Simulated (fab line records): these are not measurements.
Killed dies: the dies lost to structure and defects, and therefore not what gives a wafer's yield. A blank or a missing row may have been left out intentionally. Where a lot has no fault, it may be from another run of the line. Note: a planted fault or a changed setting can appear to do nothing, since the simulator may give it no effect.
fab line records	flow n5_finfet
record: lots: 6	wafers: 17	last_day: 17
route steps=1938 shown BEOL_M2@879 BEOL_M4@1111
lots that met no fault: from a run of the same line without faults
start_h: start of the lot's first displayed wafer, in hours after the record's first day	wait_h: hours from the lot's prior step to this one	" same as the row above	L1.1+2: one row covering several wafers at once	- no value present, or no start provided	* or withheld: withheld	< > ~ a bound
route shown NAME@n: a module of which the file shows steps, and the number in the route of the first	usual: mean/standard deviation taken from wafers without a fault	same: alike in all rows	chamber/n: place in a boat	sites: the reading at each site	_std_site: standard deviation of those values	_edge_site: inner sites' mean taken away from outer sites' mean	radius_mm: how far each site lies from the wafer's centre	mask NAME#n: copy n	behind: the last tool/chamber to shape the wafer	hold: why the lot went on hold/how many hours it stayed there/how the hold came to an end	device: names the non-switching transistor (n, p or np)	end of line: the same wafers' tests at the end of the route	a step given without rows: its recipe and nothing more	killed: the dies lost at the first sort to structure and to defects; this is not the yield of the wafer	map: shows each die of a wafer: x if killed, . if not, _ if none is there
set.NAME: the setting the step ran with; set.NAME@STEP: the setting that earlier step ran with	model.NAME: the simulator's own value behind a step, which no gauge read
certain route steps with their lots: each step a table, each wafer a row
services: from which hour (start_h, from the record's first day; less than 0 if before it) a tool's chamber was out of use, for how many hours, and why
== steps ==
step: N5_BEOL_M2_DESCUM_33
recipe: chemistry: O2	time_s: 7	source_power_w: 50	bias_power_w: 20	pressure_mtorr: 20	rf_frequency_hz: 2.712e+07	temp_c: 40	resist: CAR-EUV	o2_flow_sccm: 225
usual: drypump_motor_current_A: 5.7/0.32	o2_flow_sccm: 224.8/0.72	oes_product_au: 0.79/0.08	rf_vpp_V: 243.4/1.2	showerhead_plenum_p_Torr: 2.10/0.057	throttle_valve_pct: 20.36/0.29
lot.wafer	tool	chamber	start_h	wait_h	drypump_motor_current_A	o2_flow_sccm	oes_product_au	rf_hours_counter_h	rf_vpp_V	showerhead_plenum_p_Torr	throttle_valve_pct
L640.2	rie_diel-04	0	138.21	0.0	6.2	225.4	0.89	29	243.2	2.14	20.18
L640.3	"	1	"	"	5.4	224.4	0.70	200	242.1	2.09	20.35
L640.6	"	3	"	"	6.1	224.8	0.81	-	242.0	2.04	20.23
L647.2	rie_diel-01	3	191.22	0.2	5.5	225.7	0.84	69	243.7	2.13	20.63
L647.4	"	2	"	"	5.8	224.6	0.68	248	241.9	1.96	20.81
L647.6	"	3	"	"	5.5	225.5	0.84	-	244.3	2.13	20.62
L650.2	rie_diel-06	0	199.12	0.0	5.6	224.6	0.83	57	242.3	2.01	19.80
L650.3	"	2	"	"	5.6	224.6	0.82	94	243.6	2.10	20.51
L650.6	"	3	"	"	6.1	225.4	0.81	-	243.5	2.10	20.25
L653.1	rie_diel-04	2	213.06	0.0	5.5	223.9	0.69	206	244.7	2.12	19.96
L653.3	"	3	"	"	6.1	225.6	0.78	91	240.2	2.03	20.28
L656.3	rie_diel-04	3	237.43	0.0	6.1	223.9	0.77	100	244.3	2.03	20.29
L656.4	"	0	"	"	6.2	225.2	0.85	64	242.4	2.13	20.22
L656.5	"	0	"	"	6.2	224.8	0.86	-	243.5	2.13	20.23
L661.4	rie_diel-01	0	270.48	0.0	5.1	223.8	0.81	68	244.3	2.14	20.42
L661.5	"	1	"	"	5.5	223.9	0.71	-	242.7	2.16	20.94
L661.6	"	0	"	"	5.1	224.7	0.82	-	244.1	2.14	20.41
step: N5_BEOL_M2_ETCH_77
recipe: chemistry: N2/H2	target: underlayer	target_depth_a: 65	mask_material: CAR-EUV	time_s: 5.2	ion_energy_ev: 200	pressure_mtorr: 30	source_w: 840	bias_w: 150	n2_flow_sccm: 200	h2_flow_sccm: 200	ends: cleared
step: N5_BEOL_M2_ETCH_69
recipe: chemistry: CF4	target: SiARC	target_depth_a: 156	mask_material: CAR-EUV	time_s: 26	ion_energy_ev: 80	pressure_mtorr: 40	source_w: 545	bias_w: 36	Ar_flow_sccm: 100	cf4_flow_sccm: 100	ends: cleared
step: N5_BEOL_M2_ALD_98
recipe: material: SiO2	target_thk_a: 25	temp_c: 100	ald_precursor_family: BDEAS	ald_co_reactant: O2-plasma	pulse_time_s: 1	co_reactant_pulse_time_s: 1	purge_time_s: 2	co_reactant_purge_time_s: 2	ald_cycles: 17	pressure_torr: 2
usual: heater_power_outer_w: 40/4.5	heater_power_w: 79/6.8	precursor_pulse_height_rel: 1.002/0.02
same: co_reactant_purge_time_s: 2
lot.wafer	tool	chamber	start_h	wait_h	heater_power_outer_w	heater_power_w	precursor_pulse_height_rel
L640.2	ald_sin-02	3	138.34	0.1	35	71	0.992
L640.3	"	0	"	"	41	84	1.007
L640.6	"	2	"	"	46	83	1.029
L647.2	ald_sin-01	0	191.35	0.1	30	66	1.023
L647.4	"	2	"	"	36	72	0.996
L647.6	"	1	"	"	39	78	1.029
L650.2	ald_sin-01	1	199.25	0.1	40	80	1.005
L650.3	"	0	"	"	32	67	0.967
L650.6	"	1	"	"	41	80	0.998
L653.1	ald_sin-01	0	213.20	0.1	31	64	0.985
L653.3	"	1	"	"	41	81	1.001
L656.3	ald_sin-04	2	237.57	0.1	47	85	1.002
L656.4	"	0	"	"	40	77	1.002
L656.5	"	2	"	"	47	83	0.985
L661.4	ald_sin-04	3	270.62	0.1	39	75	0.993
L661.5	"	1	"	"	46	89	0.967
L661.6	"	0	"	"	39	76	1.003
step: N5_BEOL_M2_ETCHBACK_99
recipe: chemistry: CHF3	target: SiO2	target_depth_a: 50	time_s: 10.4	source_w: 215	bias_w: 47	Ar_flow_sccm: 200	CHF3_flow_sccm: 12	ion_energy_ev: 100	pressure_mtorr: 30
step: N5_BEOL_M2_ETCH_70
recipe: chemistry: N2/H2	target: SOC	target_depth_a: 800	overetch_a: 240	mask_material: SiARC	temp_c: 40	time_s: 130	ion_energy_ev: 200	pressure_mtorr: 30	source_w: 840	bias_w: 150	n2_flow_sccm: 200	h2_flow_sccm: 200
usual: drypump_motor_current_A: 5.7/0.34	oes_product_au: 0.58/0.054	rf_vpp_V: 524.4/2.2	showerhead_plenum_p_Torr: 2.56/0.082	throttle_valve_pct: 17.79/0.26
lot.wafer	tool	chamber	start_h	wait_h	drypump_motor_current_A	oes_product_au	rf_hours_counter_h	rf_vpp_V	showerhead_plenum_p_Torr	throttle_valve_pct
L640.2	rie_diel-04	2	139.46	0.0	5.5	0.53	182	526.6	2.64	17.60
L640.3	"	1	"	"	5.4	0.52	201	523.7	2.51	17.56
L640.6	"	1	"	"	5.4	0.53	-	523.4	2.51	17.56
L647.2	rie_diel-04	1	194.04	0.0	5.4	0.52	220	523.0	2.50	17.59
L647.4	"	0	"	"	6.2	0.63	49	525.3	2.60	17.64
L647.6	"	3	"	"	6.1	0.59	-	521.8	2.45	17.52
L650.2	rie_diel-01	1	199.45	0.0	5.6	0.54	201	528.0	2.64	18.35
L650.3	"	3	"	"	5.6	0.62	72	524.6	2.57	17.91
L650.6	"	2	"	"	5.9	0.50	-	519.4	2.40	18.31
L653.1	rie_diel-04	1	214.66	0.0	5.4	0.52	223	522.2	2.50	17.60
L653.3	"	0	"	"	6.2	0.62	56	524.8	2.59	17.66
L656.3	rie_diel-01	1	241.09	0.0	5.6	0.53	219	527.3	2.64	18.38
L656.4	"	0	"	"	5.1	0.61	56	525.1	2.62	17.92
L656.5	"	2	"	"	5.8	0.70	-	528.5	2.72	17.93
L661.4	rie_diel-01	3	274.52	0.0	5.6	0.59	101	522.9	2.56	17.98
L661.5	"	0	"	"	5.1	0.60	-	526.2	2.62	17.94
L661.6	"	3	"	"	5.5	0.59	-	522.7	2.56	17.97
step: N5_BEOL_M2_STRIP_71
recipe: chemistry: N2/H2	temp_c: 40	n2_flow_sccm: 200	h2_flow_sccm: 200	rf_frequency_hz: 6e+07
step: N5_BEOL_M2_STRIP_78
recipe: chemistry: N2/H2	temp_c: 40	n2_flow_sccm: 200	h2_flow_sccm: 200	rf_frequency_hz: 6e+07
step: N5_BEOL_M2_VIA_ETCH_34
recipe: chemistry: C4F6/O2	target_depth_a: 694	mask_material: SOC	pressure_mtorr: 15	ion_energy_ev: 250	taper_deg: 4	time_s: 65.9	source_w: 350	bias_w: 170	Ar_flow_sccm: 300	C4F6_flow_sccm: 10	O2_flow_sccm: 10
usual: drypump_motor_current_A: 5.7/0.35	oes_product_au: 0.78/0.077	rf_vpp_V: 672/19	showerhead_plenum_p_Torr: 2.86/0.074	throttle_valve_pct: 30.7/0.34
lot.wafer	tool	chamber	start_h	wait_h	drypump_motor_current_A	oes_product_au	rf_hours_counter_h	rf_vpp_V	showerhead_plenum_p_Torr	throttle_valve_pct
L640.2	rie_diel-04	2	139.56	0.0	5.5	0.74	182	639	2.94	30.5
L640.3	"	1	"	"	5.4	0.71	201	685	2.83	30.6
L640.6	"	1	"	"	5.4	0.71	-	686	2.83	30.6
L647.2	rie_diel-04	1	194.15	0.0	5.4	0.69	220	686	2.82	30.6
L647.4	"	0	"	"	6.2	0.87	49	691	2.88	30.5
L647.6	"	3	"	"	6.2	0.78	-	672	2.79	30.8
L650.2	rie_diel-01	1	199.56	0.0	5.5	0.72	201	684	2.91	31.0
L650.3	"	3	"	"	5.6	0.83	72	684	2.84	30.6
L650.6	"	2	"	"	5.8	0.67	-	658	2.73	31.5
L653.1	rie_diel-04	1	214.76	0.0	5.4	0.68	223	687	2.82	30.6
L653.3	"	0	"	"	6.2	0.85	56	690	2.87	30.5
L656.3	rie_diel-01	1	241.20	0.0	5.6	0.71	219	682	2.90	31.0
L656.4	"	0	"	"	5.1	0.86	56	646	2.86	30.4
L656.5	"	2	"	"	5.9	0.93	-	669	3.06	31.5
L661.4	rie_diel-01	3	274.63	0.0	5.5	0.79	102	682	2.83	30.7
L661.5	"	0	"	"	5.1	0.82	-	645	2.86	30.4
L661.6	"	3	"	"	5.5	0.79	-	683	2.83	30.7
step: N5_BEOL_M2_STRIP_83
recipe: chemistry: C4F6/O2	resist: SiARC	rf_frequency_hz: 6e+07
step: N5_BEOL_M2_STRIP_36
recipe: chemistry: N2/H2	power_w: 450	temp_c: 40	pressure_mtorr: 20	rf_frequency_hz: 6e+07	overash_fraction: 0.3	bias_power_w: 7	h2_frac: 0.5	n2_flow_sccm: 200	h2_flow_sccm: 200
usual: drypump_motor_current_A: 5.7/0.34	oes_product_au: 0.78/0.078	rf_vpp_V: 59.3/1.5	showerhead_plenum_p_Torr: 2.56/0.082	throttle_valve_pct: 23.6/0.34
lot.wafer	tool	chamber	start_h	wait_h	drypump_motor_current_A	oes_product_au	rf_hours_counter_h	rf_vpp_V	showerhead_plenum_p_Torr	throttle_valve_pct
L640.2	rie_diel-04	2	139.62	0.0	5.5	0.72	182	56.6	2.64	23.4
L640.3	"	1	"	"	5.4	0.70	201	61.9	2.51	23.2
L640.6	"	1	"	"	5.4	0.71	-	60.0	2.51	23.2
L647.2	rie_diel-04	1	194.21	0.0	5.4	0.69	220	59.1	2.50	23.2
L647.4	"	0	"	"	6.3	0.87	49	58.8	2.59	23.7
L647.6	"	3	"	"	6.1	0.80	-	57.5	2.44	23.3
L650.2	rie_diel-01	1	199.62	0.0	5.6	0.74	201	59.2	2.64	24.4
L650.3	"	3	"	"	5.5	0.82	72	59.1	2.57	23.8
L650.6	"	2	"	"	5.9	0.68	-	60.5	2.40	24.1
L653.1	rie_diel-04	1	214.82	0.0	5.5	0.70	223	60.9	2.50	23.2
L653.3	"	0	"	"	6.2	0.87	56	55.8	2.59	23.7
L656.3	rie_diel-01	1	241.26	0.0	5.6	0.72	219	58.6	2.63	24.4
L656.4	"	0	"	"	5.1	0.84	56	58.8	2.62	23.8
L656.5	"	2	"	"	5.8	0.96	-	61.9	2.71	23.9
L661.4	rie_diel-01	3	274.69	0.0	5.5	0.79	102	61.2	2.56	23.8
L661.5	"	0	"	"	5.1	0.83	-	58.1	2.61	23.9
L661.6	"	3	"	"	5.6	0.80	-	58.6	2.56	23.8
step: N5_BEOL_M2_TRENCH_ETCH_37
recipe: chemistry: C4F6/O2	target_depth_a: 555.55	target: SiOC	time_s: 29.2	ion_energy_ev: 250	pressure_mtorr: 30	source_w: 355	bias_w: 185	Ar_flow_sccm: 300	C4F6_flow_sccm: 10	O2_flow_sccm: 10
step: N5_BEOL_M2_ETCH_41
recipe: chemistry: CH3F/O2	target: SiCN	target_depth_a: 299	taper_deg: 2	time_s: 52.5	ion_energy_ev: 120	mask_material: TiN	pressure_mtorr: 30	source_w: 395	bias_w: 75	Ar_flow_sccm: 150	CH3F_flow_sccm: 30	O2_flow_sccm: 20
usual: drypump_motor_current_A: 5.7/0.34	oes_product_au: 0.78/0.077	rf_vpp_V: 297.7/1.3	showerhead_plenum_p_Torr: 2.02/0.054	throttle_valve_pct: 16.28/0.24
lot.wafer	tool	chamber	start_h	wait_h	drypump_motor_current_A	oes_product_au	rf_hours_counter_h	rf_vpp_V	showerhead_plenum_p_Torr	throttle_valve_pct	model.etch.depth_nm
L640.2	rie_diel-04	2	139.69	-	5.5	0.72	182	298.2	2.07	16.15	20.47
L640.3	"	1	"	"	5.4	0.70	201	298.0	1.99	16.27	19.33
L640.6	"	1	"	"	5.4	0.71	-	297.0	1.99	16.28	19.52
L647.2	rie_diel-04	1	194.28	-	5.4	0.69	220	297.7	1.99	16.31	19.3
L647.4	"	0	"	"	6.2	1.10	49	298.5	2.03	15.96	29.19
L647.6	"	3	"	"	6.2	0.78	-	296.9	1.96	16.25	19.49
L650.2	rie_diel-01	1	199.69	-	5.6	0.74	201	298.4	2.05	16.57	19.98
L650.3	"	3	"	"	5.5	0.84	72	297.7	2.01	16.32	20.06
L650.6	"	2	"	"	5.8	0.67	-	296.1	1.91	16.98	19.33
L653.1	rie_diel-04	1	214.89	-	5.4	0.69	223	297.8	1.98	16.32	19.73
L653.3	"	0	"	"	6.3	1.10	56	297.0	2.02	15.97	29.62
L656.3	rie_diel-01	1	241.33	-	5.6	0.72	219	298.6	2.04	16.61	19.78
L656.4	"	0	"	"	5.1	0.85	56	297.8	2.02	16.15	20.37
L656.5	"	2	"	"	5.8	0.93	-	299.6	2.16	16.56	19.51
L661.4	rie_diel-01	3	274.76	-	5.5	0.78	102	296.9	2.00	16.39	19.21
L661.5	"	0	"	"	5.1	0.83	-	298.1	2.02	16.16	20.02
L661.6	"	3	"	"	5.5	0.79	-	300.3	2.00	16.38	19.42
step: N5_BEOL_M2_STRIP_97
recipe: chemistry: N2/H2	time_s: 10	power_w: 450	temp_c: 40	pressure_mtorr: 20	rf_frequency_hz: 6e+07	bias_power_w: 7	n2_flow_sccm: 200	h2_flow_sccm: 200
step: N5_BEOL_M4_RC_MEAS_101
usual: DIBL_N: 36.0/2.2	DIBL_P: 35.9/2.6	IOFF_N: 0.16/0.038	IOFF_P: 0.21/0.042	ION_N: 675/15	ION_P: 463/10	SS_N: 71.5/0.62	SS_P: 73.2/0.76	VT_N: 250/4.1	VT_P: -251/3.6
lot.wafer	tool	chamber	start_h	wait_h	DIBL_N[mV/V]	DIBL_P[mV/V]	IOFF_N[nA/um]	IOFF_P[nA/um]	ION_N[uA/um]	ION_P[uA/um]	SS_N[mV/dec]	SS_P[mV/dec]	VT_N[mV]	VT_P[mV]
L640.2	prober-01	0	168.90	0.2	33.5	33.4	0.11	0.16	672	464	71.0	72.3	257	-252
L640.3	"	0	"	"	35.0	36.4	0.13	0.21	669	466	70.8	73.8	253	-248
L640.6	"	0	"	"	35.0	36.1	0.13	0.19	675	463	71.6	73.9	254	-252
L647.2	prober-01	0	219.93	0.2	36.3	36.8	0.15	0.20	664	454	71.2	73.4	252	-253
L647.4	"	0	"	"	34.3	34.1	0.11	0.16	645	447	70.9	72.9	254	-255
L647.6	"	0	"	"	38.3	38.6	0.19	0.23	676	466	71.9	74.3	251	-250
L650.2	prober-01	0	230.65	0.2	37.6	35.9	0.17	0.25	688	479	71.0	73.6	251	-247
L650.3	"	0	"	"	36.6	33.7	0.13	0.20	673	468	70.5	72.3	251	-250
L650.6	"	0	"	"	36.8	33.6	0.14	0.21	660	454	71.1	73.3	251	-249
L653.1	prober-02	0	247.32	0.0	34.5	33.5	0.12	0.19	656	466	71.3	72.4	254	-250
L653.3	"	0	"	"	39.1	38.6	0.22	0.28	709	482	72.3	73.6	243	-247
L656.3	prober-02	0	267.24	0.3	37.6	39.1	0.19	0.26	685	472	72.3	73.6	245	-246
L656.4	"	0	"	"	40.7	42.4	0.25	0.32	700	477	72.1	74.5	241	-245
L656.5	"	0	"	"	37.0	37.4	0.18	0.24	661	457	71.7	73.2	247	-249
L661.4	prober-01	0	306.72	0.5	37.9	38.4	0.21	0.23	669	453	72.2	73.3	249	-252
L661.5	"	0	"	"	36.3	37.6	0.18	0.21	688	463	72.1	73.5	246	-251
L661.6	"	0	"	"	37.7	40.2	0.20	0.26	677	461	72.3	74.5	246	-250
== services ==
tool	chamber	start_h	hours	kind
ald_sin-01	1	144.50	5.2	repair
ald_sin-02	0	151.84	12.4	repair
rie_diel-06	0	155.65	13.1	repair
rie_diel-01	1	173.91	5.0	repair
ald_sin-01	-	177.18	14.0	pm
rie_diel-06	1	187.11	16.2	repair
rie_diel-01	2	201.16	-	clean
rie_diel-01	2	201.16	-	consumable_replace:focus_ring
rie_diel-01	2	201.16	-	consumable_replace:showerhead
rie_diel-01	2	201.16	13.0	scheduled_down
rie_diel-01	2	201.16	13.0	vent_cycle
rie_diel-04	1	204.77	9.1	repair
ald_sin-01	-	219.33	0.9	repair
ald_sin-01	2	224.79	3.5	repair
ald_sin-04	1	226.54	1.7	repair
ald_sin-04	3	231.17	16.1	repair
ald_sin-02	0	232.17	4.1	repair
ald_sin-01	-	235.40	0.5	repair
ald_sin-02	3	238.06	6.4	repair
ald_sin-04	2	240.62	5.4	repair
rie_diel-06	3	242.09	1.5	repair
rie_diel-06	0	242.48	1.3	repair
ald_sin-02	-	263.74	4.6	repair
ald_sin-02	-	268.35	14.0	pm
== key ==
first_sign: step: N5_BEOL_M2_ETCH_41	reading: oes_product_au	direction: up	sigmas: 4.2	usual: 0.78	struck: 1.10
effect none on later readings
model_effect: step: N5_BEOL_M2_ETCH_41	value: etch.depth_nm	without: 20.59	struck: 29.41
met_at N5_BEOL_M2_ETCH_41
struck_wafers L647.4,L653.3
onset_between 139.69 194.28
fault: kind: process_parameter_drift	tool: rie_diel-04	chamber: -	onset_h: 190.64	steps: N5_BEOL_M2_ETCH_41	channel: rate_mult	offset: 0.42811	shape: step	end_h: 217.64	scope: struck_wafers_only
